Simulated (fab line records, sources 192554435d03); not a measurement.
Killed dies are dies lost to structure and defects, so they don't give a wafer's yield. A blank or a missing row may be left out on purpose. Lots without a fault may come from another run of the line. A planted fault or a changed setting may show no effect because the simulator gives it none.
Chamber matching | flow n5_finfet | N5_BEOL_M7_PECVD_70 on pecvd-02: 3 sister chambers
The step deposits SiO2 from TEOS/O2, target thk 20 nm, time 22.7 s. 3 wafers are shown with their chamber, then 8 later ones without.

WAFERS WITH THEIR CHAMBER
wafer  | chamber | throttle_valve_pct (%)
L088.3 | 1       | 22.7
L088.5 | 0       | 21.4
L087.1 | 2       | 21.0

WAFERS WITHOUT THEIR CHAMBER
wafer  | throttle_valve_pct (%)
L087.3 | 22.0
L087.6 | 22.6
L095.2 | 22.4
L095.3 | 20.9
L095.4 | 22.7
L097.2 | 22.1
L097.4 | 21.7
L097.5 | 21.6

WHICH CHAMBER EACH WENT THROUGH
wafer  | from the rows above          | in truth
L087.3 | can't be placed: 0 or 1 or 2 | 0
L087.6 | 1                            | 1
L095.2 | 1                            | 1
L095.3 | can't be placed: 2 or 0      | 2
L095.4 | 1                            | 1
L097.2 | can't be placed: 1 or 0 or 2 | 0
L097.4 | can't be placed: 0 or 2      | 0
L097.5 | can't be placed: 0 or 2      | 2
Placed correctly: 3 of 8. Can't be placed from these rows: 5 (the true chamber is among the candidates in 5). Placed wrongly: 0.
How it was worked out, from the rows above alone: a wafer's distance from a chamber is the root of the sum, over the readings, of the square of ((its reading less the chamber's mean) divided by the reading's scatter). The wafer belongs to the nearest chamber; if the next one is less than 2 further off, it can't be placed. A chamber's mean is the mean of its shown wafers. The scatter: with one shown wafer a chamber, the root of the mean of the squares of how far each hidden wafer lies from its nearest shown one.
